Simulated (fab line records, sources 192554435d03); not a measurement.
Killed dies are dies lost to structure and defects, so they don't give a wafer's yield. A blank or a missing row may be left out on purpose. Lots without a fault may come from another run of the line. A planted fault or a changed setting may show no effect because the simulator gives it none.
fab line records | flow n5_finfet
record lots=4 wafers=12 last_day=17
route steps=1938 shown BEOL_M14@1744 BEOL_M15@1773 PASSIVATION@1936
lots that met no fault: from a run of the same line without faults
start_h: hours from the record's first day to the start of the lot's first wafer shown | wait_h: hours since the lot's step before | " the same as in the row above | L1.1+2: a row that stands for several wafers | - no value, or no start given | * or withheld: withheld | < > ~ a bound
route shown NAME@n: a module of which the file shows steps, and the number in the route of the first | usual: mean/standard deviation of fault-free wafers | same: alike in all rows | chamber/n: place in a boat | sites: the reading at each site | _std_site: their standard deviation | _edge_site: outer sites' mean less inner sites' | radius_mm: how far each site lies from the wafer's centre | mask NAME#n: copy n | behind: the tool/chamber that last shaped the wafer | hold: why the lot was held/for how many hours/how that ended | device: the transistor (n, p or np) that didn't switch | end of line: the same wafers' tests at the end of the route | a step without rows: its recipe alone | killed: dies lost to structure and defects at the first sort, not the wafer's yield | map: a wafer's dies, x killed, . not, _ none there
set.NAME: the setting as run; set.NAME@STEP: as run at that earlier step | model.NAME: the simulator's own value behind a step, which no gauge read
lots at some steps of the route; a table a step, a row a wafer
services: from which hour (start_h, from the record's first day; less than 0 if before it) a tool's chamber was out of use, for how many hours, and why
## steps
# step N5_BEOL_M14_DEVELOP_27
# recipe develop_time_s=45 rinse_liquid=diw dry=air_spin dev_temp_c=21
# step N5_BEOL_M14_HARDBAKE_32
# recipe temp_c=130 time_s=120
# step N5_BEOL_M14_DESCUM_33
# recipe chemistry=O2 time_s=7.9 source_power_w=50 bias_power_w=20 pressure_mtorr=20 rf_frequency_hz=2.712e+07 temp_c=40 o2_flow_sccm=225
# step N5_BEOL_M14_ETCH_67
# recipe chemistry=CF4 target=SiARC target_depth_a=1430 time_s=238.3 ion_energy_ev=80 pressure_mtorr=40 source_w=545 bias_w=36 Ar_flow_sccm=100 cf4_flow_sccm=100 ends=cleared
# step N5_BEOL_M14_ETCH_68
# recipe chemistry=N2/H2 target=SOC mask_material=SiARC source_w=3000 bias_w=350 temp_c=40 time_s=450 ion_energy_ev=200 pressure_mtorr=30 n2_flow_sccm=200 h2_flow_sccm=200
# step N5_BEOL_M14_STRIP_69
# recipe chemistry=N2/H2 temp_c=40 n2_flow_sccm=200 h2_flow_sccm=200 rf_frequency_hz=6e+07
# step N5_BEOL_M14_TRENCH_ETCH_34
# recipe chemistry=C4F8/O2/Ar target=SiO2 target_depth_a=5566.5 mask_material=SOC he_inner_torr=15 he_outer_torr=30 time_s=126.9 ion_energy_ev=800 pressure_mtorr=20 source_w=1905 bias_w=2040 Ar_flow_sccm=400 C4F8_flow_sccm=16 O2_flow_sccm=12
# step N5_BEOL_M14_STRIP_70
# recipe chemistry=C4F8/O2/Ar resist=SiARC rf_frequency_hz=6e+07
# step N5_BEOL_M14_STRIP_37
# recipe chemistry=O2 power_w=600 temp_c=60 pressure_mtorr=30 rf_frequency_hz=6e+07 bias_power_w=0 overash_fraction=0.3 o2_flow_sccm=225
# usual drypump_motor_current_A=5.6/0.31 oes_product_au=0.80/0.07 rf_vpp_V=3.7/1 showerhead_plenum_p_Torr=2.10/0.084 throttle_valve_pct=16.66/0.2
# columns lot.wafer tool chamber start_h wait_h drypump_motor_current_A oes_product_au rf_hours_counter_h rf_vpp_V showerhead_plenum_p_Torr throttle_valve_pct
L915.1 rie_diel-05 1 276.91 1.5 5.8 0.88 38 2.9 2.04 16.44
L915.3 " 2 " " 4.9 0.85 65 2.0 2.13 16.30
L915.4 " 0 " " 5.6 0.73 198 3.1 2.07 16.83
L924.1 rie_diel-05 0 356.58 0.0 5.6 0.70 223 4.1 2.07 16.82
L924.3 " 2 " " 4.9 0.82 91 3.6 2.12 16.31
L924.6 " 3 " " 5.5 0.83 - 3.7 2.20 16.52
L923.2 rie_diel-05 1 362.71 1.9 5.8 0.83 67 4.1 2.03 16.41
L923.3 " 3 " " 5.5 0.82 94 3.7 2.20 16.52
L923.4 " 0 " " 5.6 0.71 226 3.8 2.07 16.85
L932.3 rie_diel-01 1 398.92 11.2 6.0 0.71 210 4.8 1.99 16.85
L932.4 " 1 " " 5.9 0.69 - 4.4 1.99 16.79
L932.6 " 3 " " 5.5 0.76 - 4.3 2.01 16.81
# step N5_BEOL_M14_ETCH_38
# recipe chemistry=CF4/N2 target=SiCN target_depth_a=1065 taper_deg=2 time_s=120.6 ion_energy_ev=150 mask_material=SiO2 pressure_mtorr=40 source_w=430 bias_w=70 Ar_flow_sccm=100 cf4_flow_sccm=60 n2_flow_sccm=60
# step N5_BEOL_M14_PRECLEAN_39
# recipe chemistry=residue_remover time_s=60 temp_c=40
# step N5_BEOL_M14_SRD_40
# recipe time_s=30 temp_c=23 rinse_liquid=diw dry=n2_spin spin_rpm=1500 dry_time_s=30
# step N5_BEOL_M14_DEGAS_41
# recipe ambient=vacuum temp_c=300 time_s=60
# step N5_BEOL_M14_PRE_CLEAN_42
# recipe gas=H2/He time_s=30 temp_c=300
# step N5_BEOL_M14_SPUTTER_43
# recipe material=TaN target_thk_a=150 temp_c=50 bias_v=168.6 power_w=15000 chamber_pressure_pa=0.12 time_s=24.19
# step N5_BEOL_M14_SPUTTER_44
# recipe material=Ta target_thk_a=150 temp_c=50 bias_v=80 power_w=15000 chamber_pressure_pa=0.07 time_s=24.19
# step N5_BEOL_M14_SPUTTER_45
# recipe material=Cu target_thk_a=1000 temp_c=-20 bias_v=60 power_w=26000 chamber_pressure_pa=0.13 time_s=16.67
# step N5_BEOL_M14_ECD_47
# recipe material=Cu target_thk_a=12480
# step N5_BEOL_M14_ANNEAL_48
# recipe temp_c=225 time_s=90 ambient=N2
# step N5_BEOL_M14_CMP_49
# recipe stop_on=SiO2 t_overpolish_s=5.2 down_force_psi=2 platen_rpm=80 clearing_platen_down_force_psi=2 clearing_platen_rpm=80 post_cmp_clean=cu_alkaline target_thk_nm=560 clearing_platen_pad_velocity_m_s=1.5917 pad_velocity_m_s=1.5917
# step N5_BEOL_M14_PRE_CLEAN_52
# recipe gas=NH3 time_s=15 temp_c=withheld rf_power_w=300
# step N5_BEOL_M14_DEP_53
# recipe material=SiCN target_thk_a=500 temp_c=withheld precursor=3MS/NH3 pressure_torr=3 rf_w=675 time_s=17.8
# step N5_BEOL_M15_ILD_DEP_00
# recipe material=SiO2 target_thk_a=16293 temp_c=400 precursor=TEOS/O2 pressure_torr=6.5 rf_w=900 teos_flow_sccm=161.4 gas=O2 flow_sccm=2650 time_s=346.1
# step N5_BEOL_M15_COAT_58
# recipe resist=BARC temp_c=205 time_s=60 spin_rpm=1500 resist_thk_nm=89
# step N5_BEOL_M15_COAT_04
# recipe spin_rpm=1704 resist_thk_nm=800
# step N5_BEOL_M15_EBR_06
# recipe solvent=PGMEA ebr_width_mm=1.5
# step N5_BEOL_M15_SOFTBAKE_05
# recipe temp_c=130 time_s=60
# step N5_BEOL_M15_EXPOSE_07
# recipe mask_id=V14 na=0.8 source_shape=annular sigma_inner=0.5 sigma_outer=0.8 polarization=unpolarized attpsm_phase_deg=180 dose_mj=41.25
# step N5_BEOL_M15_PEB_08
# recipe peb_temp_c=130 peb_time_s=90
# step N5_BEOL_M15_DEVELOP_09
# recipe develop_time_s=45 rinse_liquid=diw dry=air_spin dev_temp_c=21
# step N5_BEOL_M15_HARDBAKE_14
# recipe temp_c=130 time_s=120
# step N5_PASSIVATION_PROBE_49
# usual defect_limited_yield=91.2/1.2 killed_at_M0_to_M3=34/9.9 killed_at_M4_up=14/5.7 killed_at_contacts=13/6.3 killed_at_front_end=39/9.9 killed_at_other=3.7/2.8 killed_dies=104/15 killed_open=68/12 killed_short=34/6.7 sort_bin_5_function=5.2/0.9 sort_bin_6_memory=3.3/0.57 sort_n_pass=1076/15 sort_yield_pct=91.2/1.2
# same gross_dies=1180 killed_at_back_side=0 sort_bin_4_leakage[%]=0 sort_bin_8_speed[%]=0
# columns lot.wafer tool chamber start_h wait_h defect_limited_yield[%] killed_at_M0_to_M3 killed_at_M4_up killed_at_contacts killed_at_front_end killed_at_other killed_dies killed_open killed_short sort_bin_5_function[%] sort_bin_6_memory[%] sort_n_pass sort_yield_pct[%]
L915.1 prober-02 - 303.30 0.0 88.0 45 11 23 52 11 142 93 48 7.8 3.9 1038 88.0
L915.3 prober-02 - 303.40 0.1 88.7 41 12 14 60 6 133 90 39 6.1 4.2 1047 88.7
L915.4 prober-02 - 303.45 0.2 88.6 48 16 25 38 8 135 90 45 7.4 3.6 1045 88.6
L924.1 prober-01 - 381.48 0.0 92.1 17 16 12 42 6 93 58 33 4.5 3.1 1087 92.1
L924.3 prober-01 - 381.58 0.1 91.4 28 16 3 42 12 101 66 33 5.4 2.8 1079 91.4
L924.6 prober-01 - 381.73 0.3 78.3 37 160 9 48 2 256 91 25 14.2 4.7 924 78.3
L923.2 prober-02 - 384.63 0.1 89.7 56 12 16 38 0 122 89 31 6.5 3.7 1058 89.7
L923.3 prober-02 - 384.68 0.1 79.7 47 155 2 36 0 240 58 39 12.6 4.7 940 79.7
L923.4 prober-02 - 384.73 0.2 88.3 69 8 13 46 2 138 95 41 7.5 4.0 1042 88.3
L932.3 prober-01 - 418.99 0.1 90.8 46 14 9 33 6 108 60 46 5.4 3.3 1072 90.8
L932.4 prober-01 - 419.04 0.2 92.0 35 12 14 32 1 94 65 27 4.8 2.7 1086 92.0
L932.6 prober-01 - 419.14 0.3 91.9 27 20 10 32 7 96 62 32 3.9 3.9 1084 91.9
# killed by level:class
L915.1 FIN_SAQP:geometric_particle:open=20 MOL_CONTACT_COAG:geometric_particle:open=16 BEOL_M0_SAQP:geometric_particle:open=16 BEOL_M0_SAQP:geometric_particle:short=13 FIN_SAQP:geometric_particle:short=8 MOL_CONTACT_COAG:geometric_particle:short=7 BEOL_M0:geometric_particle:open=7 DUMMY_GATE:geometric_particle:open=6
L915.3 FIN_SAQP:geometric_particle:open=20 BEOL_M0_SAQP:geometric_particle:short=17 MOL_CONTACT_COAG:geometric_particle:open=13 STI_FIN_REVEAL:geometric_particle:open=9 BEOL_M0_SAQP:geometric_particle:open=7 BEOL_M1:geometric_particle:open=7 FIN_SAQP:geometric_particle:short=5 DUMMY_GATE:geometric_particle:open=5
L915.4 MOL_CONTACT_COAG:geometric_particle:open=20 BEOL_M0_SAQP:geometric_particle:open=13 BEOL_M0_SAQP:geometric_particle:short=11 BEOL_M4:geometric_particle:open=8 FIN_SAQP:geometric_particle:open=7 STI_FIN_REVEAL:geometric_particle:open=6 BEOL_M0:geometric_particle:open=6 FIN_SAQP:geometric_particle:short=5
L924.1 BEOL_M4:geometric_particle:open=9 MOL_CONTACT_COAG:geometric_particle:open=8 STARTING-WAFER:geometric_particle:open=7 FIN_SAQP:geometric_particle:short=6 FIN_SAQP:geometric_particle:open=5 SPACER0:geometric_particle:short=5 ILD0:geometric_particle:short=5 BEOL_M1:geometric_particle:open=5
L924.3 STI_FIN_REVEAL:geometric_particle:open=10 BEOL_M4:geometric_particle:open=9 FIN_SAQP:geometric_particle:open=7 BEOL_M0:geometric_particle:open=7 FIN_SAQP:geometric_particle:short=5 GATE_CUT:geometric_particle:open=5 BEOL_M1:geometric_particle:open=4 BEOL_M2:geometric_particle:open=4
L924.6 BEOL_M14:unspecified=138 STI_FIN_REVEAL:geometric_particle:open=27 BEOL_M4:geometric_particle:open=17 MOL_CONTACT_COAG:geometric_particle:open=9 BEOL_M1:geometric_particle:open=8 BEOL_M3:geometric_particle:open=7 BEOL_M0:geometric_particle:open=5 BEOL_M2:geometric_particle:open=4
L923.2 BEOL_M2:geometric_particle:open=20 MOL_CONTACT_COAG:geometric_particle:open=14 STI_FIN_REVEAL:geometric_particle:open=11 BEOL_M3:geometric_particle:open=10 BEOL_M0:geometric_particle:open=9 FIN_SAQP:geometric_particle:short=7 FIN_SAQP:geometric_particle:open=6 BEOL_M0_SAQP:geometric_particle:short=6
L923.3 BEOL_M14:unspecified=142 BEOL_M2:geometric_particle:open=12 FIN_SAQP:geometric_particle:open=8 BEOL_M3:geometric_particle:open=7 BEOL_M3:geometric_particle:short=7 STI_FIN_REVEAL:geometric_particle:open=6 GATE_CUT:geometric_particle:short=5 FIN_SAQP:geometric_particle:short=4
L923.4 BEOL_M3:geometric_particle:open=24 STI_FIN_REVEAL:geometric_particle:open=19 BEOL_M2:geometric_particle:open=10 BEOL_M0:geometric_particle:open=9 MOL_CONTACT_COAG:geometric_particle:open=8 BEOL_M3:geometric_particle:short=7 FIN_SAQP:geometric_particle:open=6 BEOL_M0_SAQP:geometric_particle:short=6
L932.3 BEOL_M0_SAQP:geometric_particle:short=23 BEOL_M0_SAQP:geometric_particle:open=10 MOL_CONTACT_COAG:geometric_particle:open=9 FIN_SAQP:geometric_particle:short=8 FIN_SAQP:geometric_particle:open=7 STI_FIN_REVEAL:geometric_particle:open=5 BEOL_M2:geometric_particle:open=4 BEOL_M1:geometric_particle:open=3
L932.4 MOL_CONTACT_COAG:geometric_particle:open=12 STI_FIN_REVEAL:geometric_particle:open=8 BEOL_M0_SAQP:geometric_particle:open=8 BEOL_M1:geometric_particle:open=7 BEOL_M4:geometric_particle:open=7 FIN_SAQP:geometric_particle:open=6 BEOL_M0_SAQP:geometric_particle:short=6 FIN_SAQP:geometric_particle:short=5
L932.6 BEOL_M4:geometric_particle:open=11 BEOL_M2:geometric_particle:open=10 FIN_SAQP:geometric_particle:short=8 MOL_CONTACT_COAG:geometric_particle:open=8 BEOL_M0_SAQP:geometric_particle:short=7 STARTING-WAFER:geometric_particle:open=5 STI_FIN_REVEAL:geometric_particle:open=4 BEOL_M0_SAQP:geometric_particle:open=4
# map L923.3 (x killed, . not)
_________________.......x....________________
______________....x............._____________
___________x................x......__________
__________........x......x..x......._________
________..............x..............._______
_______.x......................x.......______
______....x......................x......_____
_____.x......x...x..x.........x..........____
____......................x......x........___
___....xx..................x......x.x......__
___.......................................x__
__...................x.x.....x.x..xx..x....._
__.............x........x.xxx.x.x.x........._
_...x......x....xx...x.xxxxxxx............x..
_x..........x....x..xxxxxxxxx....x...........
_......x.x.x......xxxxxxxxxxxxxx..x.......xx.
_x.............x.x..xxxxxxxxxxxxx.....x......
_..........x.......xxxxxxxxxxxxxxx........x..
_.............x.xxxxxxxxxxxxxxx.x............
_..x...............xxxxxxxxxxxxxxx.x.........
_x...............x.xxxxxxxxxxxxxxx...........
__........x.........xxxxxxxxxxxx...x........_
__.............x....xxxxxxxxxxx........x...._
___...........x...xx.xxx.xxx....x.......xx.__
___x........x..........x....x..............__
____.....x.....x.....x....................___
_____.x......x.............xx...x.....x..____
______......x..x.x.x.................x.._____
_______......x...........x............x______
________.....x........................_______
__________.........x.x.........x...._________
___________........................__________
______________x..........x..x..._____________
_________________xx..........________________
# map L924.6 (x killed, . not)
_________________.........x..________________
______________..x...x....x....x._____________
___________.......x.xx.......x.....__________
__________x.............x..........x_________
________........x....x........x......._______
_______.x..xx.....x.x...x.......x......______
______.....x.....................x......_____
_____..x.....................x..x...x..x.____
____.........x..x...x.......x.............___
___.........x............x....x....x.......__
___.......x.x...x...x........xx..x...x.....__
__x..............x.....x.xx..x...........x.._
__.....x..........x.xxx..x.x......x........._
_......x........x.....xxxxxxx.........x......
_...................xxxxxxxxxx..x............
_...x............x.xxxxxxxxxxxxx...x...x.....
_................xx.xxxxxxxxxxxxx............
_............xx...xxxxxxxxxxxxxxxxx.........x
_..........x.......xxxxxxxxxxxxxx......x...x.
_......x.......x..xxxxxxxxxxxxxxxx..x........
_......xx.....x..x..xxxxxxxxxxxxx............
__........xx.......xxxxxxxxxxxxx......x....._
__........x........x.xxxxxxxxxx......x......_
___.x................xxxxxx.x..x....x......__
___...x.........x.x......x.x...............__
____.....x..................x....x........___
_____....................................____
______......x......x..................x._____
_______.........x.x........x...........______
________.x..xx................x.x....._______
__________....x.x.........xxx.x....._________
___________.......x................__________
______________.............xx..._____________
_________________...x.xx.....________________
## services
# columns tool chamber start_h hours kind
rie_diel-05 3 258.31 4.0 repair
rie_diel-01 - 356.38 14.6 pm
rie_diel-01 2 385.09 5.6 repair
rie_diel-01 2 390.94 - clean
rie_diel-01 2 390.94 - consumable_replace:focus_ring
rie_diel-01 2 390.94 16.7 scheduled_down
rie_diel-01 2 390.94 16.7 vent_cycle
rie_diel-05 2 398.39 13.3 repair
## key
first_sign step=N5_PASSIVATION_PROBE_49 reading=killed_at_M4_up direction=up sigmas=25 usual=14 struck=158
effect step=N5_PASSIVATION_PROBE_49 reading=killed_dies direction=up sigmas=9.8 usual=104 struck=248
more_kills_born_at N5_BEOL_M14_STRIP_37@rie_diel-05=280
met_at N5_BEOL_M14_STRIP_37
struck_wafers L923.3,L924.6
fault kind=chamber_particle_source tool=rie_diel-05 chamber=3 onset_h=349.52 steps=N5_BEOL_M14_STRIP_37 rate_per_visit_cm2=1.3651 end_h=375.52
